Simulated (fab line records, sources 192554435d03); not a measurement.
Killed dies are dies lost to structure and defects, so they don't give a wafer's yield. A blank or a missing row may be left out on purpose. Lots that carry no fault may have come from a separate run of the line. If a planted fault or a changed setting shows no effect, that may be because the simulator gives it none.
fab line records	flow n5Finfet
record: lots: 4	wafers: 10	lastDay: 16
route steps=1938 shown BEOL_M4@1099 BEOL_M5@1112 BEOL_M8@1362 PASSIVATION@1936
lots untouched by any fault: they come from a run of this same line in which no faults occurred
startH: hours from the record's first day to the start of the lot's first wafer shown	waitH: hours from the lot's prior step to this one	" the same as in the row above	L1.1+2: several wafers, shown together as one row	- no value, or no start was given	* or withheld: withheld	< > ~ a bound
route shown NAME@n: NAME is a module with steps in the file, n the number in the route of the first one	usual: the fault-free wafers' mean and standard deviation	same: alike in all rows	chamber/n: place in a boat	sites: each site's reading	_std_site: how widely they spread, as a standard deviation	_edge_site: outer sites' mean less inner sites'	radiusMm: how far each site lies from the wafer's centre	mask NAME#n: copy n	behind: the most recent tool/chamber to have shaped the wafer	hold: why the lot went on hold/how many hours it stayed there/how the hold came to an end	device: the transistor (n, p or np) that didn't switch	end of line: tests of these same wafers at the route's end	step lacking rows: just its recipe	killed: the dies lost at the first sort to structure and to defects; this is not the yield of the wafer	map: shows each die of a wafer: x if killed, . if not, _ if none is there
set.NAME: the setting the step ran with; set.NAME@STEP: the setting that earlier step ran with	model.NAME: the simulator's own value behind a step, which no gauge read
certain route steps with their lots: each step a table, each wafer a row
services: from which hour (startH, from the record's first day; less than 0 if before it) a tool's chamber was out of use, for how many hours, and why
== steps ==
step: N5_BEOL_M4_ANNEAL_95
recipe: tempC: 400	timeS: 240	ambient: vacuum
step: N5_BEOL_M4_SPUTTER_96
recipe: material: Cu	targetThkA: 45	tempC: -20	chamberPressurePa: 0.07	powerW: withheld	timeS: 8.29
step: N5_BEOL_M4_ECD_50
recipe: material: Cu	targetThkA: 3000
step: N5_BEOL_M4_ANNEAL_51
recipe: tempC: 225	timeS: 90	ambient: N2
step: N5_BEOL_M4_CMP_52
recipe: stopOn: SiOC	tOverpolishS: 6.8	downForcePsi: 1	platenRpm: 50	clearingPlatenDownForcePsi: 1.5	clearingPlatenRpm: 50	postCmpClean: cuAlkaline	targetThkNm: 40	clearingPlatenPadVelocityMS: 0.99484	padVelocityMS: 0.99484
step: N5_BEOL_M4_PRE_CLEAN_60
recipe: gas: NH3/H2	timeS: 15	tempC: *	rfPowerW: 300
step: N5_BEOL_M4_CO_CAP_55
recipe: material: Co	targetThkA: 20	tempC: 200	precursor: CCTBA/H2	pressureTorr: 30	timeS: 102.1
step: N5_BEOL_M4_PRE_CLEAN_56
recipe: gas: NH3	timeS: 15	tempC: withheld	rfPowerW: 300
step: N5_BEOL_M4_DEP_57
recipe: material: SiCN	targetThkA: 80	tempC: withheld	precursor: 3MS/NH3	pressureTorr: 3	rfW: 202	timeS: 14
step: N5_BEOL_M4_RC_MEAS_101
usual: DIBL_N: 36.2/2.2	DIBL_P: 36.5/3	IOFF_N: 0.16/0.039	IOFF_P: 0.22/0.047	ION_N: 675/15	ION_P: 463/10	SS_N: 71.6/0.71	SS_P: 73.4/0.94	VT_N: 250/3.6	VT_P: -250/3.9
lot.wafer	tool	chamber	startH	waitH	DIBL_N[mV/V]	DIBL_P[mV/V]	IOFF_N[nA/um]	IOFF_P[nA/um]	ION_N[uA/um]	ION_P[uA/um]	SS_N[mV/dec]	SS_P[mV/dec]	VT_N[mV]	VT_P[mV]
L108.1	prober-01	0	189.21	0.0	38.1	37.1	0.20	0.24	677	459	71.7	73.6	246	-247
L108.5	"	0	"	"	36.4	34.5	0.16	0.20	662	455	71.9	72.7	249	-251
L108.6	"	0	"	"	37.4	37.4	0.17	0.26	683	471	71.5	72.5	248	-246
L107.2	prober-02	0	194.75	0.2	37.3	39.2	0.17	0.25	662	452	71.9	74.2	250	-248
L107.5	"	0	"	"	29.9	29.1	0.08	0.12	635	442	69.9	71.4	262	-256
L107.6	"	0	"	"	37.4	39.7	0.18	0.26	669	463	71.4	73.7	249	-245
L118.1	prober-01	0	274.10	0.0	37.9	35.5	0.14	0.19	659	453	71.6	74.8	253	-252
L118.3	"	0	"	"	34.2	31.7	0.10	0.14	668	456	70.4	73.0	256	-254
L120.1	prober-02	0	280.15	0.0	38.7	39.4	0.23	0.26	710	479	72.4	74.2	242	-248
L120.4	"	0	"	"	31.0	29.2	0.09	0.13	645	446	70.2	71.6	255	-255
step: N5_BEOL_M5_ILD_DEP_00
recipe: material: SiCOH_lowk	targetThkA: 1406.4	tempC: 300	precursor: DEMS/porogen	pressureTorr: 5	rfW: 500	timeS: 25.9
step: N5_BEOL_M5_CURE_79
recipe: tempC: 385	timeS: 240	ambient: He/Ar	material: SiCOH_lowk
step: N5_BEOL_M5_PECVD_70
recipe: material: SiO2	targetThkA: 160	tempC: 400	precursor: TEOS/O2	pressureTorr: 5.5	rfW: 450	teosFlowSccm: 53.8	gas: O2	flowSccm: 3000	timeS: 18
step: N5_BEOL_M5_HM_DEP_02
recipe: material: TiN	targetThkA: 200	tempC: 25	chamberPressurePa: 0.49996
step: N5_BEOL_M5_COAT_59
recipe: resist: SOC	tempC: 250	timeS: 60	spinRpm: 1500	resistThkNm: 60
step: N5_BEOL_M5_COAT_60
recipe: resist: SiARC	tempC: 220	timeS: 60	spinRpm: 1500	resistThkNm: 12
step: N5_BEOL_M5_COAT_71
recipe: resist: underlayer	tempC: 205	timeS: 60	spinRpm: 1500	resistThkNm: 5
step: N5_BEOL_M5_COAT_05
recipe: resist: CAR-EUV	spinRpm: 1500	resistThkNm: 30
step: N5_BEOL_M5_EBR_07
recipe: solvent: PGMEA	ebrWidthMm: 1.5
step: N5_BEOL_M5_SOFTBAKE_06
recipe: tempC: 110	timeS: 60	resist: CAR-EUV
step: N5_BEOL_M5_EXPOSE_08
recipe: maskId: M5	na: 0.33	sourceShape: annular	sigmaInner: 0.4	sigmaOuter: 0.8	polarization: unpolarized	targetCdNm: 28	doseMj: 35.75
step: N5_BEOL_M5_PEB_09
recipe: pebTempC: 100	pebTimeS: 60	resist: CAR-EUV
step: N5_BEOL_M5_DEVELOP_10
recipe: developTimeS: 30	developer: TMAH	resist: CAR-EUV	rinseLiquid: surfactantRinse	dry: airSpin	devTempC: 23
step: N5_BEOL_M5_DESCUM_16
recipe: chemistry: O2	timeS: 7	sourcePowerW: 50	biasPowerW: 20	pressureMtorr: 20	rfFrequencyHz: 2.712e+07	tempC: 40	resist: CAR-EUV	o2FlowSccm: 225
step: N5_BEOL_M5_ETCH_72
recipe: chemistry: N2/H2	target: underlayer	targetDepthA: 65	maskMaterial: CAR-EUV	timeS: 5.2	ionEnergyEv: 200	pressureMtorr: 30	sourceW: 840	biasW: 150	n2FlowSccm: 200	h2FlowSccm: 200	ends: cleared
step: N5_BEOL_M5_ETCH_61
recipe: chemistry: CF4	target: SiARC	targetDepthA: 156	maskMaterial: CAR-EUV	timeS: 26	ionEnergyEv: 80	pressureMtorr: 40	sourceW: 545	biasW: 36	Ar_flow_sccm: 100	cf4FlowSccm: 100	ends: cleared
step: N5_BEOL_M5_ETCH_62
recipe: chemistry: N2/H2	target: SOC	targetDepthA: 750	overetchA: 150	maskMaterial: SiARC	tempC: 40	timeS: 112.5	ionEnergyEv: 200	pressureMtorr: 30	sourceW: 840	biasW: 150	n2FlowSccm: 200	h2FlowSccm: 200
step: N5_BEOL_M5_STRIP_63
recipe: chemistry: N2/H2	tempC: 40	n2FlowSccm: 200	h2FlowSccm: 200	rfFrequencyHz: 6e+07
step: N5_BEOL_M5_STRIP_73
recipe: chemistry: N2/H2	tempC: 40	n2FlowSccm: 200	h2FlowSccm: 200	rfFrequencyHz: 6e+07
step: N5_BEOL_M5_STRIP_64
recipe: chemistry: CF4	resist: SiARC	powerW: 300	biasPowerW: 75	pressureMtorr: 50	cf4FlowSccm: 150	rfFrequencyHz: 6e+07
step: N5_BEOL_M5_HM_OPEN_17
recipe: chemistry: Cl2/BCl3	targetDepthA: 200	overetchA: 60	target: TiN	maskMaterial: SOC	ionEnergyEv: 150	pressureMtorr: 10	icpW: 1000	biasW: 126	Cl2_flow_sccm: 53.25	bcl3FlowSccm: 21.75	Ar_flow_sccm: 25
step: N5_BEOL_M5_STRIP_19
recipe: chemistry: O2	powerW: 400	tempC: 40	pressureMtorr: 30	rfFrequencyHz: 6e+07	biasPowerW: 0	overashFraction: 0.2	o2FlowSccm: 225
step: N5_BEOL_M5_COAT_65
recipe: resist: SOC	tempC: 250	timeS: 60	spinRpm: 1500	resistThkNm: 60
step: N5_BEOL_M5_COAT_66
recipe: resist: SiARC	tempC: 220	timeS: 60	spinRpm: 1500	resistThkNm: 12
step: N5_BEOL_M8_EXPOSE_25
recipe: maskId: V7	na: 0.33	sourceShape: annular	sigmaInner: 0.4	sigmaOuter: 0.8	polarization: unpolarized	targetCdNm: 40	doseMj: 42.5
usual: focusOffsetNm: 0.0/0.57
lot.wafer	tool	chamber	startH	waitH	mask	focusOffsetNm
L108.1	euvScanner-01	0	225.36	-	V7#0	0.8
L108.5	"	0	"	"	V7#0	0.9
L108.6	"	0	"	"	V7#0	0.9
L107.2	euvScanner-02	0	225.54	-	V7#0	0.3
L107.5	"	0	"	"	V7#0	0.3
L107.6	"	0	"	"	V7#0	0.4
L118.1	euvScanner-01	0	309.05	-	V7#0	-0.4
L118.3	"	0	"	"	V7#0	-0.6
L120.1	euvScanner-01	0	318.01	-	V7#0	0.0
L120.4	"	0	"	"	V7#0	0.0
step: N5_BEOL_M8_CD_MEAS_28
recipe: targetCdNm: 40	landingEnergyEv: 500	detector: seInlens
usual: cdNm: 39.88/0.27
lot.wafer	tool	chamber	startH	waitH	cdNm
L108.1	cdSem-02	0	225.50	-	40.03
L108.5	"	0	"	"	39.83
L108.6	"	0	"	"	39.57
L107.2	cdSem-03	0	225.66	-	40.13
L107.5	"	0	"	"	39.83
L107.6	"	0	"	"	39.43
L118.1	cdSem-01	0	309.18	-	28.38
L118.3	"	0	"	"	27.81
L120.1	cdSem-03	0	318.14	-	27.85
L120.4	"	0	"	"	39.82
step: N5_BEOL_M8_DESCUM_33
recipe: chemistry: O2	timeS: 7	sourcePowerW: 50	biasPowerW: 20	pressureMtorr: 20	rfFrequencyHz: 2.712e+07	tempC: 40	resist: CAR-EUV	o2FlowSccm: 225
usual: drypumpMotorCurrentA: 5.6/0.43	oesProductAu: 0.81/0.072	rfVppV: 243.3/1.1	showerheadPlenumPTorr: 2.10/0.06	throttleValvePct: 20.20/0.22
lot.wafer	tool	chamber	startH	waitH	drypumpMotorCurrentA	oesProductAu	rfHoursCounterH	rfVppV	showerheadPlenumPTorr	throttleValvePct	model.BEOL_M8.cdNm
L108.1	rieDiel-02	2	225.62	0.0	6.2	0.85	39	241.9	2.05	19.96	40
L108.5	"	3	"	"	6.1	0.71	-	243.2	2.06	20.55	40
L108.6	"	2	"	"	6.2	0.84	-	241.2	2.05	19.94	39.8
L107.2	rieDiel-01	1	225.87	0.1	5.5	0.89	27	244.4	2.15	19.99	39.8
L107.5	"	3	"	"	4.8	0.75	-	243.9	2.07	19.79	40
L107.6	"	2	"	"	5.6	0.88	-	243.1	2.12	20.35	39.8
L118.1	rieDiel-04	2	309.30	0.0	5.0	0.78	94	245.3	2.12	20.20	28
L118.3	"	1	"	"	5.1	0.83	61	244.8	2.22	20.24	28
L120.1	rieDiel-01	1	318.26	0.0	5.5	0.82	60	242.8	2.14	20.06	28
L120.4	"	3	"	"	4.8	0.72	146	243.4	2.05	19.83	40.2
step: N5_BEOL_M8_VIA_ETCH_34
recipe: chemistry: C4F6/O2	target: SiCOH_lowk	targetDepthA: 1255	maskMaterial: SOC	taperDeg: 4	timeS: 50.5	ionEnergyEv: 250	pressureMtorr: 30	sourceW: 345	biasW: 185	Ar_flow_sccm: 300	C4F6_flow_sccm: 10	O2_flow_sccm: 10
usual: drypumpMotorCurrentA: 5.6/0.43	oes_o_777_au: 0.80/0.082	oesProductAu: 0.81/0.075	rfVppV: 676/24	showerheadPlenumPTorr: 2.86/0.08	throttleValvePct: 20.72/0.26
lot.wafer	tool	chamber	startH	waitH	drypumpMotorCurrentA	oes_o_777_au	oesProductAu	rfHoursCounterH	rfVppV	showerheadPlenumPTorr	throttleValvePct	model.BEOL_M8.cdNm
L108.1	rieDiel-02	2	225.80	0.0	6.2	0.80	0.84	39	704	2.79	20.41	39.8
L108.5	"	3	"	"	6.1	0.66	0.69	-	672	2.84	21.24	40
L108.6	"	2	"	"	6.2	0.80	0.85	-	703	2.79	20.43	39.6
L107.2	rieDiel-01	1	226.05	0.0	5.5	0.85	0.89	27	711	2.90	20.37	39.6
L107.5	"	3	"	"	4.8	0.76	0.76	-	637	2.86	20.51	39.8
L107.6	"	2	"	"	5.6	0.84	0.88	-	667	2.91	20.93	40
L118.1	rieDiel-04	2	309.48	0.0	5.0	0.76	0.80	94	686	2.88	20.64	28.2
L118.3	"	1	"	"	5.2	0.90	0.85	61	656	3.02	20.75	28.6
L120.1	rieDiel-01	1	318.44	0.0	5.6	0.80	0.81	61	711	2.89	20.43	27.6
L120.4	"	3	"	"	4.8	0.73	0.73	146	636	2.85	20.53	40.2
step: N5_PASSIVATION_PROBE_49
usual: defectLimitedYield: 91.5/1.5	killed_at_M0_to_M3: 32/10	killed_at_M4_up: 13/4.9	killedAtContacts: 13/6.1	killedAtFrontEnd: 38/11	killedAtOther: 3/3.2	killedDies: 101/18	killedOnRim: 13/4.4	killedOpen: 66/13	killedShort: 32/8.3	sort_bin_5_function: 5.0/1	sort_bin_6_memory: 3.2/0.74	sort_bin_8_speed: 0.1/1.1	sortNPass: 1078/22	sortYieldPct: 91.3/1.9
same: grossDies: 1180	killedAtBackSide: 0	sort_bin_4_leakage[%]: 0
lot.wafer	tool	chamber	startH	waitH	defectLimitedYield[%]	killed_at_M0_to_M3	killed_at_M4_up	killedAtContacts	killedAtFrontEnd	killedAtOther	killedDies	killedOnRim	killedOpen	killedShort	sort_bin_5_function[%]	sort_bin_6_memory[%]	sort_bin_8_speed[%]	sortNPass	sortYieldPct[%]
L107.2	prober-01	-	300.47	0.1	91.3	40	17	10	32	4	103	14	74	24	5.6	2.9	0	1077	91.3
L107.5	prober-01	-	300.62	0.2	89.7	33	17	18	51	3	122	14	88	30	6.6	3.5	0.4	1053	89.2
L107.6	prober-01	-	300.67	0.3	90.3	37	15	10	51	1	114	17	79	31	5.6	4.0	0	1066	90.3
L118.1	prober-01	-	386.40	0.0	0	29	1113	8	28	2	1180	152	59	24	6.2	2.2	0	0	0
L118.3	prober-01	-	386.50	0.1	0	28	1105	13	34	0	1180	152	62	31	6.3	2.9	0	0	0
L120.1	prober-02	-	386.71	0.0	0	23	1097	10	48	2	1180	152	56	23	6.4	2.3	0	0	0
killed by level:class
L107.2 FIN_SAQP:geometricParticle:open=9 MOL_CONTACT_COAG:geometricParticle:open=9 BEOL_M0_SAQP:geometricParticle:open=8 BEOL_M4:geometricParticle:open=8 BEOL_M1:geometricParticle:open=7 BEOL_M3:geometricParticle:open=7 STI_FIN_REVEAL:geometricParticle:open=5 BEOL_M2:geometricParticle:open=5
L107.5 MOL_CONTACT_COAG:geometricParticle:open=16 FIN_SAQP:geometricParticle:open=13 BEOL_M4:geometricParticle:open=12 BEOL_M2:geometricParticle:open=11 STI_FIN_REVEAL:geometricParticle:open=10 FIN_SAQP:geometricParticle:short=7 GATE_CUT:geometricParticle:open=5 BEOL_M0_SAQP:geometricParticle:open=5
L107.6 STI_FIN_REVEAL:geometricParticle:open=15 DUMMY_GATE:geometricParticle:open=9 BEOL_M3:geometricParticle:open=8 BEOL_M2:geometricParticle:open=7 BEOL_M1:geometricParticle:open=7 BEOL_M4:geometricParticle:open=7 FIN_SAQP:geometricParticle:short=6 MOL_CONTACT_COAG:geometricParticle:open=6
L118.1 BEOL_M8:areaExpose=1095 FIN_SAQP:geometricParticle:open=8 BEOL_M0_SAQP:geometricParticle:short=7 STI_FIN_REVEAL:geometricParticle:open=7 MOL_CONTACT_COAG:geometricParticle:open=7 BEOL_M1:geometricParticle:open=7 BEOL_M5:geometricParticle:open=6 BEOL_M0_SAQP:geometricParticle:open=5
L118.3 BEOL_M8:areaExpose=1085 BEOL_M4:geometricParticle:open=13 MOL_CONTACT_COAG:geometricParticle:open=7 MOL_CONTACT_COAG:geometricParticle:short=6 STARTING-WAFER:geometricParticle:open=6 STI_FIN_REVEAL:geometricParticle:open=5 BEOL_M0:geometricParticle:open=5 BEOL_M2:geometricParticle:open=5
L120.1 BEOL_M8:areaExpose=1083 HKMG_FIN:areaEtch=17 BEOL_M0_SAQP:geometricParticle:short=10 STI_FIN_REVEAL:geometricParticle:open=9 MOL_CONTACT_COAG:geometricParticle:open=9 BEOL_M0_SAQP:geometricParticle:open=7 GATE_CUT:geometricParticle:open=4 BEOL_M5:geometricParticle:open=4
map L118.1 (x killed, . not)
_________________xxxxxxxxxxxx________________
______________xxxxxxxxxxxxxxxxxx_____________
___________xxxxxxxxxxxxxxxxxxxxxxxx__________
__________xxxxxxxxxxxxxxxxxxxxxxxxxx_________
________xxxxxxxxxxxxxxxxxxxxxxxxxxxxxx_______
_______xxxxxxxxxxxxxxxxxxxxxxxxxxxxxxxx______
______xxxxxxxxxxxxxxxxxxxxxxxxxxxxxxxxxx_____
_____xxxxxxxxxxxxxxxxxxxxxxxxxxxxxxxxxxxx____
____xxxxxxxxxxxxxxxxxxxxxxxxxxxxxxxxxxxxxx___
___xxxxxxxxxxxxxxxxxxxxxxxxxxxxxxxxxxxxxxxx__
___xxxxxxxxxxxxxxxxxxxxxxxxxxxxxxxxxxxxxxxx__
__xxxxxxxxxxxxxxxxxxxxxxxxxxxxxxxxxxxxxxxxxx_
__xxxxxxxxxxxxxxxxxxxxxxxxxxxxxxxxxxxxxxxxxx_
_xxxxxxxxxxxxxxxxxxxxxxxxxxxxxxxxxxxxxxxxxxxx
_xxxxxxxxxxxxxxxxxxxxxxxxxxxxxxxxxxxxxxxxxxxx
_xxxxxxxxxxxxxxxxxxxxxxxxxxxxxxxxxxxxxxxxxxxx
_xxxxxxxxxxxxxxxxxxxxxxxxxxxxxxxxxxxxxxxxxxxx
_xxxxxxxxxxxxxxxxxxxxxxxxxxxxxxxxxxxxxxxxxxxx
_xxxxxxxxxxxxxxxxxxxxxxxxxxxxxxxxxxxxxxxxxxxx
_xxxxxxxxxxxxxxxxxxxxxxxxxxxxxxxxxxxxxxxxxxxx
_xxxxxxxxxxxxxxxxxxxxxxxxxxxxxxxxxxxxxxxxxxxx
__xxxxxxxxxxxxxxxxxxxxxxxxxxxxxxxxxxxxxxxxxx_
__xxxxxxxxxxxxxxxxxxxxxxxxxxxxxxxxxxxxxxxxxx_
___xxxxxxxxxxxxxxxxxxxxxxxxxxxxxxxxxxxxxxxx__
___xxxxxxxxxxxxxxxxxxxxxxxxxxxxxxxxxxxxxxxx__
____xxxxxxxxxxxxxxxxxxxxxxxxxxxxxxxxxxxxxx___
_____xxxxxxxxxxxxxxxxxxxxxxxxxxxxxxxxxxxx____
______xxxxxxxxxxxxxxxxxxxxxxxxxxxxxxxxxx_____
_______xxxxxxxxxxxxxxxxxxxxxxxxxxxxxxxx______
________xxxxxxxxxxxxxxxxxxxxxxxxxxxxxx_______
__________xxxxxxxxxxxxxxxxxxxxxxxxxx_________
___________xxxxxxxxxxxxxxxxxxxxxxxx__________
______________xxxxxxxxxxxxxxxxxx_____________
_________________xxxxxxxxxxxx________________
map L120.1 (x killed, . not)
_________________xxxxxxxxxxxx________________
______________xxxxxxxxxxxxxxxxxx_____________
___________xxxxxxxxxxxxxxxxxxxxxxxx__________
__________xxxxxxxxxxxxxxxxxxxxxxxxxx_________
________xxxxxxxxxxxxxxxxxxxxxxxxxxxxxx_______
_______xxxxxxxxxxxxxxxxxxxxxxxxxxxxxxxx______
______xxxxxxxxxxxxxxxxxxxxxxxxxxxxxxxxxx_____
_____xxxxxxxxxxxxxxxxxxxxxxxxxxxxxxxxxxxx____
____xxxxxxxxxxxxxxxxxxxxxxxxxxxxxxxxxxxxxx___
___xxxxxxxxxxxxxxxxxxxxxxxxxxxxxxxxxxxxxxxx__
___xxxxxxxxxxxxxxxxxxxxxxxxxxxxxxxxxxxxxxxx__
__xxxxxxxxxxxxxxxxxxxxxxxxxxxxxxxxxxxxxxxxxx_
__xxxxxxxxxxxxxxxxxxxxxxxxxxxxxxxxxxxxxxxxxx_
_xxxxxxxxxxxxxxxxxxxxxxxxxxxxxxxxxxxxxxxxxxxx
_xxxxxxxxxxxxxxxxxxxxxxxxxxxxxxxxxxxxxxxxxxxx
_xxxxxxxxxxxxxxxxxxxxxxxxxxxxxxxxxxxxxxxxxxxx
_xxxxxxxxxxxxxxxxxxxxxxxxxxxxxxxxxxxxxxxxxxxx
_xxxxxxxxxxxxxxxxxxxxxxxxxxxxxxxxxxxxxxxxxxxx
_xxxxxxxxxxxxxxxxxxxxxxxxxxxxxxxxxxxxxxxxxxxx
_xxxxxxxxxxxxxxxxxxxxxxxxxxxxxxxxxxxxxxxxxxxx
_xxxxxxxxxxxxxxxxxxxxxxxxxxxxxxxxxxxxxxxxxxxx
__xxxxxxxxxxxxxxxxxxxxxxxxxxxxxxxxxxxxxxxxxx_
__xxxxxxxxxxxxxxxxxxxxxxxxxxxxxxxxxxxxxxxxxx_
___xxxxxxxxxxxxxxxxxxxxxxxxxxxxxxxxxxxxxxxx__
___xxxxxxxxxxxxxxxxxxxxxxxxxxxxxxxxxxxxxxxx__
____xxxxxxxxxxxxxxxxxxxxxxxxxxxxxxxxxxxxxx___
_____xxxxxxxxxxxxxxxxxxxxxxxxxxxxxxxxxxxx____
______xxxxxxxxxxxxxxxxxxxxxxxxxxxxxxxxxx_____
_______xxxxxxxxxxxxxxxxxxxxxxxxxxxxxxxx______
________xxxxxxxxxxxxxxxxxxxxxxxxxxxxxx_______
__________xxxxxxxxxxxxxxxxxxxxxxxxxx_________
___________xxxxxxxxxxxxxxxxxxxxxxxx__________
______________xxxxxxxxxxxxxxxxxx_____________
_________________xxxxxxxxxxxx________________
== services ==
tool	chamber	startH	hours	kind
euvScanner-02	-	211.70	1.0	pm
euvScanner-01	-	215.41	1.0	pm
rieDiel-02	2	220.06	5.1	repair
euvScanner-01	-	222.86	1.2	repair
rieDiel-02	-	236.00	4.0	repair
euvScanner-01	-	253.09	5.8	pm
rieDiel-04	-	260.98	14.6	pm
euvScanner-01	0	264.75	-	calibration
euvScanner-02	-	267.85	1.0	pm
euvScanner-01	-	271.56	1.0	pm
rieDiel-04	3	277.80	22.7	repair
rieDiel-04	-	278.13	2.0	repair
euvScanner-02	-	281.74	4.6	pm
euvScanner-02	0	289.93	-	calibration
euvScanner-01	-	303.53	0.3	repair
== key ==
firstSign: step: N5_BEOL_M8_CD_MEAS_28	reading: cdNm	direction: down	sigmas: 44	usual: 39.88	struck: 28.01
effect: step: N5_PASSIVATION_PROBE_49	reading: killed_at_M4_up	direction: up	sigmas: 99+	usual: 13	struck: 1105
modelEffect: step: N5_BEOL_M8_DESCUM_33	value: BEOL_M8.cdNm	without: 39.87	struck: 28
modelEffect: step: N5_BEOL_M8_VIA_ETCH_34	value: BEOL_M8.cdNm	without: 39.93	struck: 28.13
moreKillsBornAt: N5_BEOL_M8_EXPOSE_25@euvScanner-01: 3263
metAt N5_BEOL_M8_EXPOSE_25
struckWafers L118.1,L118.3,L120.1
laterRowsLeftOut L118.1,L118.3,L120.1
baselineLoss: step: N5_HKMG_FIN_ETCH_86	wafers: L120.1
onsetBetween 225.36 309.05
fault: kind: processParameterDrift	tool: euvScanner-01	chamber: -	onsetH: 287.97	steps: N5_BEOL_M8_EXPOSE_25	channel: focusNm	offset: 104.01	shape: step	endH: 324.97	scope: struckWafersOnly
laterRowsLeftOut: the simulator's readings of these wafers behind a module that went badly wrong aren't trusted and aren't shown, but for the sort
baselineLoss: these wafers lose ten dies or more at that step, a loss of the line's own and not of a fault; the sort's usual values leave them out
